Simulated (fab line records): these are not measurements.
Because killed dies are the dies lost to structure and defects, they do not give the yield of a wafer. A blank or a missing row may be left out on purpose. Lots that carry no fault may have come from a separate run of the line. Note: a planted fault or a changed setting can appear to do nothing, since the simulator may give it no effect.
The tool behind it: which one? | flow n5 finfet | 24 lots, 72 wafers sampled, at 5 steps of a route of 1938

## WHAT THE GAUGES READ, wafer by wafer
N5_SDB_OVL_MEAS_12.
lot  | measured    | on         | SDB_OVL (nm)
L074 | day 3 16:29 | overlay-01 | -0.2 -0.1 0.5
L075 | day 4 03:05 | overlay-01 | 0.3 0.8 0.1
L076 | day 4 04:26 | overlay-02 | 0.6 -0.2 0.4
L077 | day 4 11:43 | overlay-02 | 0.3 0.1 0.4
L078 | day 4 16:38 | overlay-01 | 1.1 -0.6 0.4
L079 | day 4 21:53 | overlay-02 | 0.6 1.2 0.4
L080 | day 5 06:19 | overlay-02 | 0.4 0.7 0.3
L081 | day 5 11:38 | overlay-01 | 1.0 0.6 1.0
L082 | day 5 18:52 | overlay-02 | 0.6 0.0 0.5
L083 | day 6 07:40 | overlay-01 | 0.3 1.2 0.0
L084 | day 6 09:19 | overlay-02 | 1.5 0.8 1.1
L085 | day 6 15:26 | overlay-02 | 1.1 -0.1 0.3
L086 | day 6 19:17 | overlay-01 | 1.3 -0.1 0.2
L087 | day 6 23:57 | overlay-01 | 1.1 0.9 0.9
L088 | day 7 09:12 | overlay-02 | 0.5 -0.2 0.2
L089 | day 7 11:10 | overlay-02 | -0.3 -1.0 0.1
L090 | day 7 20:14 | overlay-02 | 0.8 3.0 0.7
L091 | day 7 22:13 | overlay-01 | 0.5 -1.1 -0.2
L092 | day 8 08:32 | overlay-02 | 1.3 1.2 0.9
L093 | day 8 11:40 | overlay-02 | 1.0 0.5 0.0
L094 | day 8 17:38 | overlay-02 | -0.4 1.1 0.8
L095 | day 9 00:15 | overlay-02 | 0.4 0.2 0.7
L096 | day 9 06:31 | overlay-01 | -0.4 1.1 0.5
L097 | day 9 13:29 | overlay-01 | 1.2 -0.3 0.4

N5_HKMG_FIN_INSPECT_61: inspects for defects (macro).
lot  | measured    | on                | raw defect count
L074 | day 3 21:52 | defect inspect-02 | 0 0 2
L075 | day 4 08:46 | defect inspect-02 | 2 2 1
L076 | day 4 10:44 | defect inspect-02 | 1 3 3
L077 | day 4 17:15 | defect inspect-01 | 4 2 5
L078 | day 4 22:29 | defect inspect-02 | 1 3 0
L079 | day 5 03:31 | defect inspect-01 | 3 1 2
L080 | day 5 11:59 | defect inspect-02 | 4 0 0
L081 | day 5 18:28 | defect inspect-01 | 1 3 0
L082 | day 6 00:55 | defect inspect-01 | 4 1 0
L083 | day 6 13:02 | defect inspect-02 | 2 2 2
L084 | day 6 14:41 | defect inspect-01 | 1 0 1
L085 | day 6 21:19 | defect inspect-01 | 1 4 0
L086 | day 7 00:49 | defect inspect-02 | 3 1 2
L087 | day 7 05:32 | defect inspect-01 | 1 1 4
L088 | day 7 14:58 | defect inspect-01 | 5 1 0
L089 | day 7 16:53 | defect inspect-01 | 0 0 2
L090 | day 8 01:57 | defect inspect-01 | 4 3 3
L091 | day 8 03:56 | defect inspect-02 | 2 1 1
L092 | day 8 14:35 | defect inspect-01 | 0 1 1
L093 | day 8 18:10 | defect inspect-01 | 3 3 4
L094 | day 9 01:59 | defect inspect-01 | 6 1 2
L095 | day 9 05:44 | defect inspect-02 | 5 2 1
L096 | day 9 13:05 | defect inspect-02 | 1 1 4
L097 | day 9 19:19 | defect inspect-02 | 1 2 2

## WHAT TOOL EACH LOT RAN ON (gives the tool, then ch and the chambers of the sampled wafers, and finally the start)
lot  | N5_SDB_DESCUM_16                  | N5_SDB_STRIP_22                     | N5_HKMG_FIN_HK_ALD_01
L074 | rie diel-01 ch 1,2, day 3 16:32   | plasma asher-01 ch 0,1, day 3 16:51 | ald hk-02 ch 0,2,3, day 3 21:00
L075 | rie diel-03 ch 0,2, day 4 03:08   | plasma asher-01 ch 0,1, day 4 03:27 | ald hk-01 ch 1,2,3, day 4 07:46
L076 | rie diel-03 ch 0,2,3, day 4 04:30 | plasma asher-01 ch 0,1, day 4 04:49 | ald hk-01 ch 0,1,2, day 4 09:44
L077 | rie diel-01 ch 0,3, day 4 11:47   | plasma asher-01 ch 0,1, day 4 12:05 | ald hk-03 ch 0,1,2, day 4 16:14
L078 | rie diel-06 ch 0,2,3, day 4 16:45 | plasma asher-02 ch 0,1, day 4 17:03 | ald hk-03 ch 0,2,3, day 4 21:29
L079 | rie diel-01 ch 0,1, day 4 21:56   | plasma asher-01 ch 0,1, day 4 22:17 | ald hk-03 ch 1,2,3, day 5 02:31
L080 | rie diel-06 ch 0,1,2, day 5 06:22 | plasma asher-02 ch 0,1, day 5 06:41 | ald hk-01 ch 0,1,3, day 5 10:59
L081 | rie diel-06 ch 2,3, day 5 11:42   | plasma asher-02 ch 0,1, day 5 12:01 | ald hk-02 ch 0,2,3, day 5 17:23
L082 | rie diel-01 ch 0,1,3, day 5 19:07 | plasma asher-02 ch 0,1, day 5 19:26 | ald hk-01 ch 0,1,3, day 5 23:51
L083 | rie diel-01 ch 0,1,3, day 6 07:44 | plasma asher-02 ch 0,1, day 6 08:02 | ald hk-02 ch 0,2,3, day 6 12:10
L084 | rie diel-06 ch 0,2,3, day 6 09:23 | plasma asher-01 ch 0,1, day 6 09:41 | ald hk-01 ch 0,1,3, day 6 13:49
L085 | rie diel-06 ch 0,1,2, day 6 15:30 | plasma asher-01 ch 1, day 6 15:49   | ald hk-02 ch 0,1,3, day 6 20:04
L086 | rie diel-06 ch 0,1,2, day 6 19:22 | plasma asher-01 ch 0,1, day 6 19:40 | ald hk-01 ch 1,3, day 6 23:57
L087 | rie diel-06 ch 0,1,3, day 7 00:01 | plasma asher-01 ch 0,1, day 7 00:19 | ald hk-03 ch 0,1,3, day 7 04:32
L088 | rie diel-06 ch 0,1,2, day 7 09:15 | plasma asher-01 ch 0,1, day 7 09:34 | ald hk-01 ch 1,2,3, day 7 13:57
L089 | rie diel-01 ch 2,3, day 7 11:17   | plasma asher-02 ch 0,1, day 7 11:36 | ald hk-02 ch 0,1,2, day 7 15:59
L090 | rie diel-01 ch 0,1,3, day 7 20:17 | plasma asher-01 ch 0,1, day 7 20:35 | ald hk-01 ch 0,1,3, day 8 00:43
L091 | rie diel-01 ch 0,1,2, day 7 22:16 | plasma asher-01 ch 0,1, day 7 22:37 | ald hk-02 ch 0,1,2, day 8 02:56
L092 | rie diel-03 ch 2,3, day 8 08:36   | plasma asher-01 ch 0,1, day 8 08:55 | ald hk-01 ch 1,2, day 8 13:35
L093 | rie diel-06 ch 0,3, day 8 11:44   | plasma asher-02 ch 0,1, day 8 12:05 | ald hk-01 ch 0,3, day 8 17:10
L094 | rie diel-03 ch 0,1,3, day 8 17:41 | plasma asher-02 ch 0,1, day 8 17:59 | ald hk-02 ch 0,2,3, day 9 00:59
L095 | rie diel-06 ch 1,3, day 9 00:19   | plasma asher-02 ch 0,1, day 9 00:37 | ald hk-03 ch 0,1,2, day 9 04:45
L096 | rie diel-06 ch 1,3, day 9 07:26   | plasma asher-01 ch 0,1, day 9 07:44 | ald hk-02 ch 0,1,3, day 9 11:59
L097 | rie diel-06 ch 0,1,3, day 9 13:41 | plasma asher-02 ch 0,1, day 9 14:02 | ald hk-01 ch 0,1,3, day 9 18:21
- N5_SDB_DESCUM_16: chemistry O2, time 7.9 s.
- N5_SDB_STRIP_22: strips in N2/H2.
- N5_HKMG_FIN_HK_ALD_01: deposits HfO2, target thk 1.6 nm, pulse time 3 s, purge time 3 s.

## WHAT THE TOOLS THEMSELVES READ (means of the sampled wafers that have a number; where no wafer has one, the mark that the record gives instead)
N5_SDB_DESCUM_16.
lot  | tool        | chamber pressure mTorr (mTorr) | drypump motor current A (A) | oes product au (a.u.) | rf vpp V (V) | showerhead plenum p Torr (Torr) | throttle valve pct (%)
L074 | rie diel-01 | 19.986                         | 5.3                         | 0.78                  | 243.8        | 2.16                            | 20.63
L075 | rie diel-03 | 20.012                         | 5.9                         | 0.74                  | 242.7        | 2.06                            | 20.59
L076 | rie diel-03 | 19.982                         | 5.9                         | 0.72                  | 243.3        | 2.11                            | 20.67
L077 | rie diel-01 | 20.018                         | 5.9                         | 0.81                  | 243.6        | 2.13                            | 20.43
L078 | rie diel-06 | 19.991                         | 5.0                         | 0.82                  | 243.1        | 2.09                            | 20.43
L079 | rie diel-01 | 20.001                         | 5.7                         | 0.70                  | 243.4        | 2.07                            | 20.58
L080 | rie diel-06 | 20.003                         | 5.2                         | 0.80                  | 242.9        | 2.11                            | 20.56
L081 | rie diel-06 | 19.998                         | 5.0                         | 0.85                  | 242.5        | 2.05                            | 20.29
L082 | rie diel-01 | 19.988                         | 6.0                         | 0.77                  | 243.5        | 2.12                            | 20.46
L083 | rie diel-01 | 19.997                         | 5.9                         | 0.77                  | 243.8        | 2.12                            | 20.46
L084 | rie diel-06 | 19.988                         | 5.0                         | 0.81                  | 243.1        | 2.08                            | 20.44
L085 | rie diel-06 | 20.004                         | 5.2                         | 0.79                  | 243.2        | 2.11                            | 20.57
L086 | rie diel-06 | 20.017                         | 5.2                         | 0.79                  | 242.9        | 2.11                            | 20.57
L087 | rie diel-06 | 20.007                         | 5.1                         | 0.79                  | 243.0        | 2.11                            | 20.44
L088 | rie diel-06 | 20.017                         | 5.2                         | 0.78                  | 243.9        | 2.11                            | 20.57
L089 | rie diel-01 | 19.992                         | 5.6                         | 0.82                  | 245.1        | 2.21                            | 20.52
L090 | rie diel-01 | 20.008                         | 6.0                         | 0.87                  | 244.6        | 2.12                            | 20.35
L091 | rie diel-01 | 20.010                         | 5.5                         | 0.83                  | 243.9        | 2.11                            | 20.52
L092 | rie diel-03 | 19.987                         | 5.8                         | 0.88                  | 242.9        | 2.10                            | 20.51
L093 | rie diel-06 | 19.990                         | 5.0                         | 0.76                  | 243.1        | 2.11                            | 20.48
L094 | rie diel-03 | 19.992                         | 5.6                         | 0.82                  | 244.4        | 2.11                            | 20.42
L095 | rie diel-06 | 20.010                         | 5.0                         | 0.81                  | 242.5        | 2.07                            | 20.31
L096 | rie diel-06 | 20.000                         | 5.1                         | 0.81                  | 243.0        | 2.06                            | 20.31
L097 | rie diel-06 | 20.015                         | 5.1                         | 0.78                  | 242.5        | 2.10                            | 20.47

N5_SDB_STRIP_22.
lot  | tool            | drypump motor current A (A) | heater power w (W) | oes product au (a.u.) | strip time to endpoint s (s)
L074 | plasma asher-01 | 5.9                         | 336                | 0.714                 | 96.8
L075 | plasma asher-01 | 5.5                         | 351                | 0.716                 | 96.1
L076 | plasma asher-01 | 5.9                         | 333                | 0.711                 | 96.5
L077 | plasma asher-01 | 5.5                         | 349                | 0.716                 | 95.9
L078 | plasma asher-02 | 5.8                         | 353                | 0.720                 | 96.5
L079 | plasma asher-01 | 5.5                         | 350                | 0.717                 | 96.7
L080 | plasma asher-02 | 5.7                         | 373                | 0.713                 | 96.6
L081 | plasma asher-02 | 5.8                         | 344                | 0.717                 | 96.3
L082 | plasma asher-02 | 5.7                         | 382                | 0.713                 | 96.5
L083 | plasma asher-02 | 5.7                         | 375                | 0.715                 | 96.3
L084 | plasma asher-01 | 5.9                         | 331                | 0.717                 | 96.4
L085 | plasma asher-01 | 6.2                         | 320                | 0.721                 | 96.1
L086 | plasma asher-01 | 5.5                         | 359                | 0.718                 | 96.6
L087 | plasma asher-01 | 5.5                         | 350                | 0.713                 | 96.5
L088 | plasma asher-01 | 5.5                         | 352                | 0.716                 | 96.4
L089 | plasma asher-02 | 5.8                         | 344                | 0.716                 | 96.5
L090 | plasma asher-01 | 5.9                         | 332                | 0.716                 | 96.5
L091 | plasma asher-01 | 5.5                         | 349                | 0.714                 | 96.1
L092 | plasma asher-01 | 5.5                         | 347                | 0.713                 | 96.4
L093 | plasma asher-02 | 5.8                         | 345                | 0.719                 | 96.3
L094 | plasma asher-02 | 5.7                         | 376                | 0.715                 | 96.3
L095 | plasma asher-02 | 5.8                         | 339                | 0.710                 | 96.2
L096 | plasma asher-01 | 5.9                         | 332                | 0.714                 | 96.1
L097 | plasma asher-02 | 5.8                         | 348                | 0.715                 | 96.3

N5_HKMG_FIN_HK_ALD_01.
lot  | tool      | precursor pulse height rel
L074 | ald hk-02 | 1.007
L075 | ald hk-01 | 1.000
L076 | ald hk-01 | 0.970
L077 | ald hk-03 | 1.007
L078 | ald hk-03 | 1.033
L079 | ald hk-03 | 1.002
L080 | ald hk-01 | 1.006
L081 | ald hk-02 | 1.004
L082 | ald hk-01 | 1.000
L083 | ald hk-02 | 1.001
L084 | ald hk-01 | 1.003
L085 | ald hk-02 | 1.010
L086 | ald hk-01 | 0.984
L087 | ald hk-03 | 1.012
L088 | ald hk-01 | 0.990
L089 | ald hk-02 | 1.005
L090 | ald hk-01 | 0.995
L091 | ald hk-02 | 1.021
L092 | ald hk-01 | 0.998
L093 | ald hk-01 | 1.003
L094 | ald hk-02 | 1.024
L095 | ald hk-03 | 0.973
L096 | ald hk-02 | 1.021
L097 | ald hk-01 | 1.012

## THE ANSWER, worked out from the rows above alone
Rule: the usual values come from the lots themselves. Put in order of their means at a reading, lots are off if they are a third of the lots or fewer, leave a main group of 4 or more, and stand apart from it by a gap of 3 or more times the standard deviation of the main group's means; of several such gaps the widest counts. The tables above print the reading to a certain number of digits; a main group whose means all agree to those digits is not used. A lot without any number at a reading at which 4 lots or more have one is off too. The other lots that the step has rows for count as sound. Order of review: gauges by route order, followed by the tools' own readings, for which a lot's mean as printed above is used. At the first step where some lot is off, the reading lying furthest off is the one used; lots without a number count as furthest.
Across all readings shown, no lot is off: no conclusion can be drawn from this.

## WHAT THE SIMULATOR HAD PUT IN
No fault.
